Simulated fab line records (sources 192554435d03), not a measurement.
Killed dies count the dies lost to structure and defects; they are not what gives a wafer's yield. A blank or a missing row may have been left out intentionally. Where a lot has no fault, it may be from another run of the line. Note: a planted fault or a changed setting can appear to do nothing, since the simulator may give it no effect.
The tool behind it: which one? -- flow n5-finfet -- Sampling: 9 lots, 27 wafers, 7 of 1938 route steps

## WHAT THE GAUGES READ, wafer by wafer
N5_BEOL_M4_RC_MEAS_101. Usual: DIBL_N 37.2 mV/V, standard deviation 2.5; DIBL_P 38 mV/V, standard deviation 3; IOFF_N 0.17 nA/um, standard deviation 0.044; IOFF_P 0.24 nA/um, standard deviation 0.059; ION_N 667 uA/um, standard deviation 13; ION_P 461 uA/um, standard deviation 7.9; SS_N 71.8 mV/dec, standard deviation 0.86; SS_P 73.6 mV/dec, standard deviation 0.92; VT_N 250 mV, standard deviation 4.1; VT_P -249 mV, standard deviation 3.9.
lot,measured,on,DIBL_N (mV/V),DIBL_P (mV/V),IOFF_N (nA/um),IOFF_P (nA/um),ION_N (uA/um),ION_P (uA/um),SS_N (mV/dec),SS_P (mV/dec),VT_N (mV),VT_P (mV),flag
L648,day 8 07:10,prober-01,39.1 36.4 34.9,38 37 35,0.18 0.15 0.12,0.21 0.22 0.18,668 665 660,455 457 452,71.8 71.4 71.3,73.7 73.9 73.1,252 250 252,-252 -252 -254,
L650,day 9 11:11,prober-01,36.7 39.3 37.2,39 41 39,0.18 0.23 0.17,0.24 0.29 0.25,673 680 668,467 466 456,71.5 72.2 72.2,73.7 74.8 74.6,248 244 247,-250 -248 -250,
L655,day 9 15:33,prober-02,37.6 36.2 38.3,37 36 38,0.18 0.15 0.20,0.23 0.22 0.26,676 660 675,461 458 473,71.5 71.5 71.7,73.5 73.6 73.7,248 253 246,-251 -250 -249,
L656,day 10 00:31,prober-02,38.5 37.5 37.5,38 37 36,0.18 0.15 0.16,0.27 0.23 0.22,677 658 670,480 460 459,71.3 71.7 71.0,73.6 73.5 73.3,249 252 247,-244 -247 -246,
L658,day 10 17:22,prober-01,38.9 35.6 34.8,40 37 35,0.23 0.16 0.14,0.27 0.22 0.18,681 665 657,462 454 449,73.0 72.6 71.6,74.5 73.7 72.8,246 251 254,-250 -251 -253,
L664,day 12 12:50,prober-01,38.4 36.6 36.0,40 37 36,0.20 0.15 0.15,0.29 0.25 0.22,673 659 669,465 464 462,72.1 70.8 71.0,74.4 73.8 73.1,247 248 250,-248 -248 -252,
L668,day 13 02:53,prober-01,37.1 35.6 39.0,36 36 39,0.14 0.14 0.18,0.22 0.22 0.28,651 666 665,452 464 464,71.5 71.0 72.2,73.0 73.4 74.2,254 250 249,-248 -249 -247,
L669,day 13 20:24,prober-02,33.1 39.4 39.1,34 41 41,0.11 0.19 0.20,0.16 0.26 0.26,650 654 675,452 452 460,71.2 72.3 73.1,73.1 74.4 73.7,255 251 248,-253 -251 -250,
L670,day 14 03:52,prober-01,39.9 39.3 35.9,38 38 33,0.18 0.16 0.12,0.24 0.25 0.19,658 663 657,458 462 451,72.5 72.0 71.3,72.9 73.2 71.8,251 253 257,-249 -246 -251,

N5_BEOL_M5_THK_MEAS_53: measures by xrf. Usual: M5_THK gives 61.9 nm (standard deviation 2.5).
lot,measured,on,M5_THK (nm),flag
L648,day 8 20:13,film-metro-02,56.5 57.4 56.9,
L650,day 10 00:59,film-metro-01,61.3 62.0 60.6,
L655,day 10 06:40,film-metro-01,63.3 59.1 60.8,
L656,day 10 19:08,film-metro-02,60.8 63.5 164.1,OFF
L658,day 11 05:04,film-metro-01,59.9 160.5 172.6,OFF
L664,day 13 05:13,film-metro-01,64.2 65.7 63.7,
L668,day 13 15:50,film-metro-01,61.2 61.3 60.5,
L669,day 14 08:37,film-metro-02,63.8 59.3 61.7,
L670,day 14 14:51,film-metro-01,60.0 61.3 61.9,

N5_BEOL_M5_INSPECT_58: inspects for defects (darkfield). Usual: raw-defect-count reads 75 (standard deviation 24).
lot,measured,on,raw-defect-count,flag
L648,day 8 20:31,defect-inspect-02,85 104 84,
L650,day 10 01:27,defect-inspect-01,52 51 75,
L655,day 10 06:57,defect-inspect-02,77 77 66,
L656,day 10 19:25,defect-inspect-01,51 72 1932,OFF
L658,day 11 05:20,defect-inspect-02,71 1940 1911,OFF
L664,day 13 05:31,defect-inspect-02,45 63 46,
L668,day 13 16:08,defect-inspect-02,76 108 64,
L669,day 14 08:56,defect-inspect-02,93 80 79,
L670,day 14 15:17,defect-inspect-02,42 64 63,

## EACH LOT AND THE TOOL THAT RAN IT (in order: tool; ch and the chambers of the sampled wafers; start)
lot,N5_BEOL_M5_SURFACE_TREAT_87,N5_BEOL_M5_ANNEAL_82,N5_BEOL_M5_SPUTTER_90,N5_BEOL_M5_CMP_52
L648,"pvd-sputter-03, day 8 14:30","pvd-sputter-02, day 8 16:15","pvd-sputter-02, day 8 19:26","cmp-04 ch 0,1, day 8 19:56"
L650,"pvd-sputter-01, day 9 19:25","pvd-sputter-01, day 9 21:01","pvd-sputter-01, day 10 00:11","cmp-02 ch 1,3, day 10 00:41"
L655,"pvd-sputter-02, day 10 01:17","pvd-sputter-01, day 10 02:40","pvd-sputter-01, day 10 05:51","cmp-04 ch 1,2,3, day 10 06:22"
L656,"pvd-sputter-03, day 10 13:40","pvd-sputter-01, day 10 15:10","pvd-sputter-01, day 10 18:20","cmp-04 ch 1,2,3, day 10 18:52"
L658,"pvd-sputter-03, day 10 23:38","pvd-sputter-01, day 11 01:05","pvd-sputter-01, day 11 04:16","cmp-04 ch 0,1, day 11 04:46"
L664,"pvd-sputter-01, day 12 23:34","pvd-sputter-01, day 13 01:15","pvd-sputter-01, day 13 04:26","cmp-02 ch 1,2,3, day 13 04:58"
L668,"pvd-sputter-02, day 13 10:23","pvd-sputter-02, day 13 11:50","pvd-sputter-02, day 13 15:01","cmp-02 ch 0,1,2, day 13 15:32"
L669,"pvd-sputter-03, day 14 03:07","pvd-sputter-03, day 14 04:38","pvd-sputter-03, day 14 07:49","cmp-03 ch 1,2,3, day 14 08:23"
L670,"pvd-sputter-01, day 14 09:22","pvd-sputter-01, day 14 10:52","pvd-sputter-01, day 14 14:02","cmp-03 ch 0,1,3, day 14 14:38"
- N5_BEOL_M5_SURFACE_TREAT_87
- N5_BEOL_M5_ANNEAL_82: time 1800 s.
- N5_BEOL_M5_SPUTTER_90: material Cu, target thk 4.5 nm, time 8.29 s.
- N5_BEOL_M5_CMP_52: polishes, stops on SiCOH lowk, t overpolish 6.9 s, target thk 62 nm.

## AS READ BY THE TOOLS THEMSELVES (means over the sampled wafers that have a number; for cases with no such wafer, the mark the record gives instead)
N5_BEOL_M5_ANNEAL_82. Usual: heater-power-w 844 W, standard deviation 95; susceptor-temp-C 400.04 C, standard deviation 0.22.
lot,tool,heater-power-w (W),susceptor-temp-C (C),flag
L648,pvd-sputter-02,851,399.92,
L650,pvd-sputter-01,862,399.73,
L655,pvd-sputter-01,853,400.08,
L656,pvd-sputter-01,875,400.07,
L658,pvd-sputter-01,822,400.05,
L664,pvd-sputter-01,860,400.12,
L668,pvd-sputter-02,774,400.18,
L669,pvd-sputter-03,719,400.05,
L670,pvd-sputter-01,871,400.22,

N5_BEOL_M5_SPUTTER_90. Usual: chuck-sensor-temp-C -15.6 C, standard deviation 0.45; susceptor-temp-C -20.00 C, standard deviation 0.11; throttle-valve-pct 29.9 %, standard deviation 0.85.
lot,tool,chuck-sensor-temp-C (C),susceptor-temp-C (C),throttle-valve-pct (%),flag
L648,pvd-sputter-02,-15.7,-20.03,29.2,
L650,pvd-sputter-01,-15.5,-19.86,30.2,
L655,pvd-sputter-01,-15.7,-20.12,30.0,
L656,pvd-sputter-01,-15.8,-20.02,29.6,
L658,pvd-sputter-01,-15.3,-19.99,30.5,
L664,pvd-sputter-01,-15.8,-20.03,29.7,
L668,pvd-sputter-02,-15.7,-19.98,29.7,
L669,pvd-sputter-03,-15.9,-19.95,30.2,
L670,pvd-sputter-01,-15.4,-19.94,30.1,

N5_BEOL_M5_CMP_52. Usual: barrier-field-endpoint-s 24.8 s, standard deviation 0.77; motor-current-A 6.2 A, standard deviation 0.67; overpolish-run-s 6.900 s, standard deviation 0.0092; pad-life-wafers 1060, standard deviation 560; time-to-endpoint-s 62 s, standard deviation 4.3.
lot,tool,barrier-field-endpoint-s (s),motor-current-A (A),overpolish-run-s (s),pad-life-wafers,time-to-endpoint-s (s),flag
L648,cmp-04,23.9,5.6,6.901,456,61,
L650,cmp-02,24.3,7.2,6.905,2011,59,
L655,cmp-04,23.7,6.2,6.906,740,59,
L656,cmp-04,29.9,6.4,4.617,818,64,OFF
L658,cmp-04,35.9,5.9,2.324,902,75,OFF
L664,cmp-02,24.7,6.3,6.899,446,59,
L668,cmp-02,24.8,6.4,6.900,535,63,
L669,cmp-03,25.2,6.2,6.901,50,60,
L670,cmp-03,24.6,5.9,6.905,98,61,

## THE ANSWER, worked out from the rows above alone
Rule: a lot is off if the mean of its wafers that have a number lies more than 3 standard deviations from the usual mean. A lot without any number at a reading at which 4 lots or more have one is off too. The other lots that the step has rows for count as sound. Order of review: gauges by route order, followed by the tools' own readings, for which a lot's mean as printed above is used. The first step at which some lot is off is used, and at that step the reading that is off furthest; a lot without a number counts as furthest.
Off: L656, L658, seen at N5_BEOL_M5_THK_MEAS_53 (M5_THK).
A tool fits if, at a process step before that reading, it ran every lot that is off, and no sound lot after the first of them. Not tried: the gauges at N5_BEOL_M5_THK_MEAS_53; whatever is off there is also off at N5_BEOL_M5_INSPECT_58, on other tools, and gauge error can't account for it. One fits: cmp-04 at N5_BEOL_M5_CMP_52. A fault onset in the window from L655 (day 10 06:22, its last sound lot) to L656 (day 10 18:52, its first lot off) fits.
The tool's own readings at N5_BEOL_M5_CMP_52 bear it out: on the lots that are off they differ by more than 5 times the standard deviation of the sound lots' means. barrier-field-endpoint-s reads 32.9 s there against 24.5 s on the sound lots; overpolish-run-s reads 3.470 s there against 6.902 s on the sound lots; time-to-endpoint-s reads 70 s there against 60 s on the sound lots.

## WHAT THE SIMULATOR PUT IN
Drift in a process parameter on cmp-04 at N5_BEOL_M5_CMP_52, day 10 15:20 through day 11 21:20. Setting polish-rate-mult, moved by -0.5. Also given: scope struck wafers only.
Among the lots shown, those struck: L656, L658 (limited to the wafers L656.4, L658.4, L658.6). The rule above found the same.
